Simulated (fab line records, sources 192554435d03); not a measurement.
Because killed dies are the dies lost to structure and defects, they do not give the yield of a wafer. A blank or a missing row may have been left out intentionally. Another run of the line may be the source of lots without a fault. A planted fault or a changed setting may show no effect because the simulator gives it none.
fab line records | flow n5Finfet
record lots=7 wafers=21
route steps=1938 shown BEOL_M7@1309 BEOL_M8@1370 BEOL_M9@1446 BEOL_M10@1509 BEOL_M11@1539
startH: hours from the record's first day to the start of the lot's first wafer shown | waitH: hours since the lot's step before | " repeats the value in the row above | L1.1+2: one row covering several wafers at once | - no value, or no start was given | * or withheld: withheld | < > ~ a bound
route shown NAME@n: NAME is a module with steps in the file, n the number in the route of the first one | usual: mean/standard deviation of fault-free wafers | same: alike in all rows | chamber/n: place in a boat | sites: the reading at each site | _std_site: the values' standard deviation | _edge_site: inner sites' mean taken away from outer sites' mean | radiusMm: how far each site lies from the wafer's centre | mask NAME#n: copy n | behind: the last tool/chamber to shape the wafer | hold: the reason the lot was held/the length of the hold in hours/how it ended | device: the transistor (n, p or np) that didn't switch | end of line: the tests these same wafers got at the end of their route | step lacking rows: just its recipe | killed: at the first sort, the dies lost to defects and structure; wafer yield is something else | map: a wafer's dies, x killed, . not, _ none there
set.NAME: setting as actually run; set.NAME@STEP: the setting as run at that earlier step | model.NAME: the simulator's own value behind a step, which no gauge read
lots whose settings were changed on purpose; a table a step, a row a wafer
## steps
# step N5_BEOL_M7_ETCH_41
# recipe chemistry=CH3F/O2 target=SiCN targetDepthA=319 taperDeg=2 timeS=57.8 ionEnergyEv=120 maskMaterial=TiN pressureMtorr=30 sourceW=395 biasW=75 Ar_flow_sccm=150 CH3F_flow_sccm=30 O2_flow_sccm=20
# usual rfVppV=295.9/1.8
# columns lot.wafer tool chamber startH waitH set.sourceW rfVppV model.etch.depthNm
L074.2 rieDiel-04 2 - - 371.1 299.8 20.86
L074.3 " 0 " " 395 297.5 21.12
L074.5 " 1 " " 371.1 301.8 20.7
L076.1 rieDiel-04 2 - - 452.8 281.7 22.66
L076.4 " 3 " " 395 294.4 22.01
L076.6 " 1 " " 395 294.2 21.36
L077.1 rieDiel-03 2 - - 443.4 283.0 22.38
L077.4 " 1 " " 395 297.6 21.91
L077.6 " 0 " " 443.4 284.3 22.66
L081.3 rieDiel-03 1 - - 395 295.9 22.06
L081.4 " 3 " " 360.3 303.4 21.11
L081.5 " 0 " " 395 292.4 21.83
L092.1 rieDiel-01 0 - - 395 298.0 22.03
L092.4 " 2 " " 436.1 287.7 22.79
L092.6 " 3 " " 436.1 285.8 22.46
L094.2 rieDiel-04 0 - - 395 296.1 22.08
L094.5 " 0 " " 395 296.8 21.76
L094.6 " 1 " " 395 300.8 22.34
L097.1 rieDiel-03 0 - - 395 294.5 21.7
L097.3 " 2 " " 395 294.5 21.62
L097.5 " 2 " " 395 294.9 21.56
# step N5_BEOL_M8_ETCH_65
# recipe chemistry=CF4 target=SiARC targetDepthA=156 maskMaterial=CAR-EUV timeS=26 ionEnergyEv=80 pressureMtorr=40 sourceW=545 biasW=36 Ar_flow_sccm=100 cf4FlowSccm=100 ends=cleared
# usual etchRfOnTimeS=25.9/0.34 rfVppV=184.5/1.3
# columns lot.wafer tool chamber startH waitH set.sourceW etchRfOnTimeS rfVppV
L074.2 rieDiel-05 3 195.38 0.0 605.7 23.5 176.2
L074.3 " 0 " " 605.7 23.0 178.0
L074.5 " 3 " " 605.7 23.5 177.1
L076.1 rieDiel-06 1 211.56 0.0 545 25.8 183.7
L076.4 " 2 " " 545 26.5 187.2
L076.6 " 2 " " 545 26.3 184.7
L077.1 rieDiel-06 1 211.96 0.0 545 25.6 186.4
L077.4 " 3 " " 545 25.3 183.7
L077.6 " 0 " " 545 25.9 184.9
L081.3 rieDiel-02 0 237.20 0.0 631.3 22.8 175.0
L081.4 " 1 " " 545 25.8 184.3
L081.5 " 3 " " 545 26.0 185.6
L092.1 rieDiel-05 3 316.35 0.0 450 30.9 195.0
L092.4 " 2 " " 545 25.7 186.2
L092.6 " 0 " " 450 30.7 196.7
L094.2 rieDiel-02 1 320.01 0.0 569.7 24.9 180.0
L094.5 " 2 " " 569.7 24.5 179.0
L094.6 " 1 " " 569.7 24.8 179.6
L097.1 rieDiel-06 3 333.57 0.0 545 25.9 184.1
L097.3 " 0 " " 545 26.2 186.5
L097.5 " 2 " " 545 26.6 185.3
# step N5_BEOL_M8_TRENCH_ETCH_37
# recipe chemistry=C4F6/O2 targetDepthA=934.78 target=SiCOH_lowk timeS=31.2 ionEnergyEv=250 pressureMtorr=30 sourceW=345 biasW=185 Ar_flow_sccm=300 C4F6_flow_sccm=10 O2_flow_sccm=10
# usual rfVppV=666/6.7
# columns lot.wafer tool chamber startH waitH set.sourceW rfVppV model.etch.depthNm model.BEOL_M8.featureDepthNm
L074.2 rieDiel-05 3 - - 345 661 93.6 93.6
L074.3 " 0 " " 345 667 93.96 94
L074.5 " 3 " " 345 659 92.95 93
L076.1 rieDiel-06 1 - - 345 664 91.89 91.8
L076.4 " 2 " " 345 666 92.77 92.8
L076.6 " 2 " " 345 667 92.53 92.6
L077.1 rieDiel-06 1 - - 345 661 93.15 93.2
L077.4 " 3 " " 345 671 95.45 95.4
L077.6 " 0 " " 290.8 732 87.88 87.8
L081.3 rieDiel-02 0 - - 308.2 709 88.88 88.8
L081.4 " 1 " " 345 679 92.77 92.8
L081.5 " 3 " " 345 665 92.51 92.6
L092.1 rieDiel-05 3 - - 397 614 98.45 98.4
L092.4 " 2 " " 397 612 98.86 98.8
L092.6 " 0 " " 397 619 98.77 98.8
L094.2 rieDiel-02 1 - - 385.9 640 97.73 97.8
L094.5 " 2 " " 385.9 616 97.34 97.4
L094.6 " 1 " " 345 677 93.53 93.6
L097.1 rieDiel-06 3 - - 345 670 95.5 95.6
L097.3 " 0 " " 345 668 93.43 93.4
L097.5 " 2 " " 345 667 92.66 92.6
# step N5_BEOL_M8_ETCH_41
# recipe chemistry=CH3F/O2 target=SiCN targetDepthA=319 taperDeg=2 timeS=57.8 ionEnergyEv=120 maskMaterial=TiN pressureMtorr=30 sourceW=395 biasW=75 Ar_flow_sccm=150 CH3F_flow_sccm=30 O2_flow_sccm=20
# step N5_BEOL_M8_STRIP_80
# recipe chemistry=N2/H2 timeS=10 powerW=450 tempC=40 pressureMtorr=20 rfFrequencyHz=6e+07 biasPowerW=7 n2FlowSccm=200 h2FlowSccm=200
# step N5_BEOL_M8_OCD_MEAS_38
# usual trenchDepthNm=93.7/1.1
# columns lot.wafer tool chamber startH waitH set.sourceW@BEOL_M8_TRENCH_ETCH_37 trenchDepthNm
L074.2 ocd-02 - 195.76 - 345 93.8
L074.3 " - " " 345 93.9
L074.5 " - " " 345 93.5
L076.1 ocd-01 - 211.94 - 345 92.0
L076.4 " - " " 345 92.5
L076.6 " - " " 345 92.5
L077.1 ocd-02 - 212.34 - 345 93.6
L077.4 " - " " 345 96.0
L077.6 " - " " 290.8 88.4
L081.3 ocd-01 - 237.58 - 308.2 89.0
L081.4 " - " " 345 92.8
L081.5 " - " " 345 93.0
L092.1 ocd-02 - 316.73 - 397 98.3
L092.4 " - " " 397 98.4
L092.6 " - " " 397 98.4
L094.2 ocd-02 - 320.39 - 385.9 97.5
L094.5 " - " " 385.9 97.0
L094.6 " - " " 345 93.7
L097.1 ocd-01 - 333.94 - 345 95.9
L097.3 " - " " 345 93.2
L097.5 " - " " 345 92.7
# step N5_BEOL_M8_HM_STRIP_39
# recipe chemistry=peroxideTinStrip material=TiN targetDepthA=250 tempC=50 timeS=158
# step N5_BEOL_M8_SRD_40
# recipe timeS=30 tempC=23 rinseLiquid=diw dry=ipaMarangoni
# step N5_BEOL_M8_ECD_50
# recipe material=Cu targetThkA=3000
# step N5_BEOL_M8_ANNEAL_51
# recipe tempC=225 timeS=90 ambient=N2
# step N5_BEOL_M8_CMP_52
# recipe stopOn=SiCOH_lowk tOverpolishS=6.9 downForcePsi=1 platenRpm=50 clearingPlatenDownForcePsi=1.5 clearingPlatenRpm=50 postCmpClean=cuAlkaline targetThkNm=80 clearingPlatenPadVelocityMS=0.99484 padVelocityMS=0.99484
# columns lot.wafer tool chamber startH waitH set.sourceW@BEOL_M8_TRENCH_ETCH_37 model.Cu_of_BEOL_M8_ECD_50.thkNm
L074.2+3 cmp-01 2,3 198.85 0.2 345 80
L074.5 " 2 " " 345 79.2
L076.1 cmp-01 1 214.39 0.3 345 78
L076.4 " 2 " " 345 79.2
L076.6 " 3 " " 345 78.2
L077.4 cmp-03 0 215.89 0.1 345 85.2
L077.1 " 3 " " 345 83.4
L077.6 " 0 " " 290.8 77.8
L081.3 cmp-03 1 239.51 0.2 308.2 74.6
L081.4 " 3 " " 345 79.8
L081.5 " 0 " " 345 79.6
L092.1 cmp-02 0 320.64 0.3 397 85.8
L092.4 " 1 " " 397 86.8
L092.6 " 3 " " 397 85.6
L094.2 cmp-03 0 323.72 0.2 385.9 83.8
L094.6 " 0 " " 345 80.4
L094.5 " 1 " " 385.9 84
L097.3 cmp-03 2 339.53 0.2 345 80.8
L097.1 " 3 " " 345 82.2
L097.5 " 3 " " 345 79.4
# step N5_BEOL_M8_THK_MEAS_53
# recipe thkMeasGauge=xrf reads=Cu_of_BEOL_M8_ECD_50
# usual M8_THK=80.9/1.4
# columns lot.wafer tool chamber startH waitH set.sourceW@BEOL_M8_TRENCH_ETCH_37 M8_THK[nm]
L074.2 filmMetro-02 - 199.11 - 345 80.5
L074.3 " - " " 345 81.1
L074.5 " - " " 345 79.7
L076.1 filmMetro-02 - 214.61 - 345 78.0
L076.4 " - " " 345 79.1
L076.6 " - " " 345 78.2
L077.1 filmMetro-01 - 216.19 - 345 82.8
L077.4 " - " " 345 84.8
L077.6 " - " " 290.8 77.5
L081.3 filmMetro-02 - 239.77 - 308.2 75.4
L081.4 " - " " 345 80.9
L081.5 " - " " 345 80.6
L092.1 filmMetro-02 - 320.90 - 397 85.9
L092.4 " - " " 397 87.6
L092.6 " - " " 397 86.3
L094.2 filmMetro-01 - 324.01 - 385.9 83.9
L094.5 " - " " 385.9 83.9
L094.6 " - " " 345 80.3
L097.1 filmMetro-02 - 339.82 - 345 82.0
L097.3 " - " " 345 80.9
L097.5 " - " " 345 79.7
# step N5_BEOL_M8_PRE_CLEAN_55
# recipe gas=NH3 timeS=15 tempC=withheld rfPowerW=300
# step N5_BEOL_M8_DEP_56
# recipe material=SiCN targetThkA=100 tempC=withheld precursor=3MS/NH3 pressureTorr=3 rfW=202 timeS=17.5
# step N5_BEOL_M8_RS_MEAS_57
# recipe thkMeasGauge=four-point-probe reads=Cu_of_BEOL_M8_ECD_50+Co_of_BEOL_M8_CVD_78+TaN_of_BEOL_M8_ALD_77
# usual M8_RS=0.284/0.0062
# columns lot.wafer tool chamber startH waitH set.sourceW@BEOL_M8_TRENCH_ETCH_37 M8_RS[ohm/sq]
L074.2 filmMetro-02 - 199.27 0.1 345 0.286
L074.3 " - " " 345 0.286
L074.5 " - " " 345 0.290
L076.1 filmMetro-02 - 214.74 0.1 345 0.296
L076.4 " - " " 345 0.290
L076.6 " - " " 345 0.293
L077.1 filmMetro-01 - 216.32 0.1 345 0.273
L077.4 " - " " 345 0.266
L077.6 " - " " 290.8 0.295
L081.3 filmMetro-02 - 239.90 0.1 308.2 0.311
L081.4 " - " " 345 0.287
L081.5 " - " " 345 0.288
L092.1 filmMetro-02 - 321.03 0.1 397 0.264
L092.4 " - " " 397 0.260
L092.6 " - " " 397 0.265
L094.2 filmMetro-01 - 324.15 0.1 385.9 0.271
L094.5 " - " " 385.9 0.270
L094.6 " - " " 345 0.285
L097.1 filmMetro-02 - 339.96 0.1 345 0.278
L097.3 " - " " 345 0.283
L097.5 " - " " 345 0.290
# step N5_BEOL_M9_TRENCH_ETCH_37
# recipe chemistry=C4F6/O2 targetDepthA=1514.3 target=SiCOH_lowk timeS=49 ionEnergyEv=250 pressureMtorr=30 sourceW=345 biasW=185 Ar_flow_sccm=300 C4F6_flow_sccm=10 O2_flow_sccm=10
# usual rfVppV=661/8.7
# columns lot.wafer tool chamber startH waitH set.biasW rfVppV model.TiN_of_BEOL_M9_HM_DEP_02.thkNm
L074.2 rieDiel-04 2 - - 185 657 15.8
L074.3 " 0 " " 185 655 16
L074.5 " 3 " " 185 675 15.8
L076.1 rieDiel-01 2 - - 211.8 742 15.2
L076.4 " 0 " " 185 657 15.8
L076.6 " 0 " " 211.8 730 15.2
L077.1 rieDiel-04 0 - - 185 656 15.8
L077.4 " 1 " " 185 665 15.6
L077.6 " 0 " " 185 655 15.6
L081.3 rieDiel-03 3 - - 185 655 15.8
L081.4 " 0 " " 185 665 15.8
L081.5 " 0 " " 185 664 15.8
L092.1 rieDiel-04 3 - - 208.8 744 15.6
L092.4 " 2 " " 185 657 16
L092.6 " 1 " " 208.8 745 15.4
L094.2 rieDiel-03 3 - - 185 653 16
L094.5 " 3 " " 185 655 16
L094.6 " 0 " " 185 665 16
L097.1 rieDiel-04 1 - - 185 676 15.6
L097.3 " 2 " " 185 656 16
L097.5 " 1 " " 185 676 15.8
# step N5_BEOL_M10_VIA_ETCH_34
# recipe chemistry=C4F6/O2 target=SiCOH_lowk targetDepthA=1845 maskMaterial=SOC taperDeg=4 timeS=69.2 ionEnergyEv=250 pressureMtorr=30 sourceW=345 biasW=185 Ar_flow_sccm=300 C4F6_flow_sccm=10 O2_flow_sccm=10
# columns lot.wafer tool chamber startH waitH set.timeS model.etch.depthNm model.SOC_of_BEOL_M10_COAT_63.thkNm
L074.2 rieDiel-02 2 214.48 0.0 69.2 185.8 92
L074.3 " 3 " " 69.2 181.7 92.4
L074.5 " 2 " " 69.2 184.8 91.8
L076.1 rieDiel-02 3 228.05 0.0 69.2 183.2 92.2
L076.4 " 1 " " 55.29 147.9 94
L076.6 " 0 " " 69.2 185.5 92.4
L077.1 rieDiel-06 2 228.52 0.0 69.2 185.4 92
L077.4 " 0 " " 62.82 169.8 92.8
L077.6 " 3 " " 69.2 190 91.6
L081.3 rieDiel-05 3 251.18 0.0 60.95 162.6 92.2
L081.4 " 0 " " 60.95 163.1 92.6
L081.5 " 1 " " 69.2 188.6 91.6
L092.1 rieDiel-05 3 334.52 0.0 69.2 183.4 92
L092.4 " 0 " " 69.2 183.4 92.4
L092.6 " 1 " " 69.2 186.7 92
L094.2 rieDiel-06 2 336.01 0.0 74.52 198.1 91.4
L094.5 " 0 " " 74.52 198.8 91.4
L094.6 " 3 " " 69.2 187.2 92
L097.1 rieDiel-05 2 351.66 0.0 69.2 186.1 92.4
L097.3 " 0 " " 69.2 184.5 92.2
L097.5 " 0 " " 69.2 183.9 92.4
# step N5_BEOL_M10_ETCH_41
# recipe chemistry=CH3F/O2 target=SiCN targetDepthA=426 taperDeg=2 timeS=86 ionEnergyEv=120 maskMaterial=TiN pressureMtorr=30 sourceW=395 biasW=75 Ar_flow_sccm=150 CH3F_flow_sccm=30 O2_flow_sccm=20
# usual rfVppV=297.6/1.7
# columns lot.wafer tool chamber startH waitH set.sourceW rfVppV model.etch.depthNm
L074.2 rieDiel-02 2 - - 430 288.2 33.59
L074.3 " 3 " " 430 289.5 33.64
L074.5 " 2 " " 395 295.7 32.61
L076.1 rieDiel-02 3 - - 395 298.0 32.61
L076.4 " 1 " " 395 296.5 32.71
L076.6 " 0 " " 364.4 305.2 31.56
L077.1 rieDiel-06 2 - - 395 299.5 32.25
L077.4 " 0 " " 434.5 289.4 34.08
L077.6 " 3 " " 434.5 288.1 34.4
L081.3 rieDiel-05 3 - - 348.5 309.2 31.13
L081.4 " 0 " " 395 298.7 32.77
L081.5 " 1 " " 348.5 308.3 31.84
L092.1 rieDiel-05 3 - - 425.3 290.8 33.33
L092.4 " 0 " " 395 298.5 32.66
L092.6 " 1 " " 395 295.3 32.93
L094.2 rieDiel-06 2 - - 440.7 288.4 33.7
L094.5 " 0 " " 395 300.5 32.45
L094.6 " 3 " " 440.7 286.0 34.44
L097.1 rieDiel-05 2 - - 395 298.6 33
L097.3 " 0 " " 395 300.2 32.73
L097.5 " 0 " " 395 299.6 32.8
# step N5_BEOL_M11_PECVD_70
# recipe material=SiO2 targetThkA=200 tempC=400 precursor=TEOS/O2 pressureTorr=5.5 rfW=450 teosFlowSccm=53.8 gas=O2 flowSccm=3000 timeS=22.7
# columns lot.wafer tool chamber startH waitH set.timeS model.SiO2_of_BEOL_M11_PECVD_70.thkNm
L074.2 pecvd-02 1 218.40 0.0 22.7 20.2
L074.3 " 2 " " 23.6 20.8
L074.5 " 2 " " 22.7 20.4
L076.1 pecvd-02 1 231.76 0.0 21.02 18.4
L076.4 " 1 " " 21.02 19
L076.6 " 2 " " 22.7 20
L077.1 pecvd-02 1 232.45 0.0 22.7 20
L077.4 " 0 " " 22.7 20.6
L077.6 " 2 " " 25.34 22.4
L081.3 pecvd-01 1 255.34 0.0 20.66 17.8
L081.4+5 " 0,2 " " 22.7 20
L092.1+4 pecvd-01 2,1 341.19 0.0 22.7 19.8
L092.6 " 0 " " 25.52 22.4
L094.2 pecvd-03 2 343.22 0.0 19.37 17.2
L094.5 " 1 " " 22.7 20.2
L094.6 " 0 " " 22.7 20.8
L097.1 pecvd-02 0 358.98 0.0 22.7 19.6
L097.3+5 " 2,0 " " 22.7 20
## key
split step=N5_BEOL_M7_ETCH_41 setting=sourceW stated=395 by=wafer
response step=N5_BEOL_M7_ETCH_41 reading=rfVppV change=-0.98 per=1% r=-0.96
response step=N5_BEOL_M7_ETCH_41 reading=model.etch.depthNm change=+0.0636 per=1% r=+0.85
split step=N5_BEOL_M8_ETCH_65 setting=sourceW stated=545 by=wafer
response step=N5_BEOL_M8_ETCH_65 reading=etchRfOnTimeS change=* per=1% r=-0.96
response step=N5_BEOL_M8_ETCH_65 reading=rfVppV change=-0.588 per=1% r=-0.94
split step=N5_BEOL_M8_TRENCH_ETCH_37 setting=sourceW stated=345 by=wafer
response step=N5_BEOL_M8_TRENCH_ETCH_37 reading=rfVppV change=-4.01 per=1% r=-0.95
response step=N5_BEOL_M8_TRENCH_ETCH_37 reading=model.etch.depthNm change=+0.376 per=1% r=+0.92
response step=N5_BEOL_M8_TRENCH_ETCH_37 reading=model.BEOL_M8.featureDepthNm change=+0.381 per=1% r=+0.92
response step=N5_BEOL_M8_OCD_MEAS_38 reading=trenchDepthNm change=+0.367 per=1% r=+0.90
response step=N5_BEOL_M8_CMP_52 reading=model.Cu_of_BEOL_M8_ECD_50.thkNm change=+0.395 per=1% r=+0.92
response step=N5_BEOL_M8_THK_MEAS_53 reading=M8_THK change=+0.398 per=1% r=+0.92
response step=N5_BEOL_M8_RS_MEAS_57 reading=M8_RS change=-0.00163 per=1% r=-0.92
split step=N5_BEOL_M9_TRENCH_ETCH_37 setting=biasW stated=185 by=wafer
response step=N5_BEOL_M9_TRENCH_ETCH_37 reading=rfVppV change=+6.08 per=1% r=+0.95
response step=N5_BEOL_M9_TRENCH_ETCH_37 reading=model.TiN_of_BEOL_M9_HM_DEP_02.thkNm change=-0.0403 per=1% r=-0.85
split step=N5_BEOL_M10_VIA_ETCH_34 setting=timeS stated=69.2 by=wafer
response step=N5_BEOL_M10_VIA_ETCH_34 reading=model.etch.depthNm change=+1.87 per=1% r=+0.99
response step=N5_BEOL_M10_VIA_ETCH_34 reading=model.SOC_of_BEOL_M10_COAT_63.thkNm change=-0.0834 per=1% r=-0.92
split step=N5_BEOL_M10_ETCH_41 setting=sourceW stated=395 by=wafer
response step=N5_BEOL_M10_ETCH_41 reading=rfVppV change=-0.964 per=1% r=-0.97
response step=N5_BEOL_M10_ETCH_41 reading=model.etch.depthNm change=+0.132 per=1% r=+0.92
split step=N5_BEOL_M11_PECVD_70 setting=timeS stated=22.7 by=wafer
response step=N5_BEOL_M11_PECVD_70 reading=model.SiO2_of_BEOL_M11_PECVD_70.thkNm change=+0.208 per=1% r=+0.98
